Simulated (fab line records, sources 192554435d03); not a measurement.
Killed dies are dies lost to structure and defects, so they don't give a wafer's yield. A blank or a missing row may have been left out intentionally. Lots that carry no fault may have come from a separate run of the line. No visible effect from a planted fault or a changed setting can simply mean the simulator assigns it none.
A single fault, viewed from 2 desks + flow n5 finfet + what lay behind the numbers comes last; until then each desk has only its own

== THE TOOL OWNER'S DESK: pvd sputter-03 ==
The tool's own readings at N5_BEOL_M13_SPUTTER_44 (material Ta, target thk 10 nm, time 16.13 s): means of the sampled wafers that have a number, for each lot that ran on this tool. Any lot whose mean is over 4 standard deviations away from the usual mean is out of limits and marked OUT; that distance is given in the brackets.
Columns: A = throttle valve pct at N5_BEOL_M13_SPUTTER_44, usual 29.7 %
| lot  | first seen here | A    |
|------|-----------------|------|
| L673 | day 12 03:59    | 29.8 |
| L675 | day 12 04:19    | 29.3 |
| L680 | day 14 06:04    | 29.4 |
| L681 | day 14 14:53    | 30.0 |
| L682 | day 15 14:35    | 29.2 |
| L696 | day 19 09:41    | 29.6 |
This desk's finding: nothing out of limits on any of the 6 lots.

== FROM THE METROLOGY DESK ==
What the gauges read, lot by lot, whatever tool the lot ran on: means of the sampled wafers that have a number. Any lot whose mean is over 4 standard deviations away from the usual mean is out of limits and marked OUT; that distance is given in the brackets.
Columns: A = M13_OVL at N5_BEOL_M13_OVL_MEAS_29, usual -1 nm; B = M13_THK at N5_BEOL_M13_THK_MEAS_50, usual 410 nm
| lot  | first seen here | A  | B   |
|------|-----------------|----|-----|
| L673 | day 12 01:50    | 6  | 420 |
| L675 | day 12 02:30    | -2 | 414 |
| L677 | day 12 22:01    | -2 | 417 |
| L680 | day 14 03:44    | -1 | 403 |
| L681 | day 14 10:47    | -2 | 415 |
| L682 | day 15 12:35    | -5 | 409 |
| L691 | day 17 01:02    | -2 | 410 |
| L692 | day 17 14:04    | 0  | 404 |
| L695 | day 18 05:51    | -1 | 418 |
| L694 | day 18 08:32    | -3 | 405 |
| L696 | day 19 05:55    | -6 | 415 |
This desk's finding: nothing out of limits on any of the 11 lots.

== ALL TOGETHER ==
The desk of the tool owner found nothing out of limits.
At the metrology desk, nothing out of limits was observed.

== WHAT HAD BEEN PUT IN BY THE SIMULATOR ==
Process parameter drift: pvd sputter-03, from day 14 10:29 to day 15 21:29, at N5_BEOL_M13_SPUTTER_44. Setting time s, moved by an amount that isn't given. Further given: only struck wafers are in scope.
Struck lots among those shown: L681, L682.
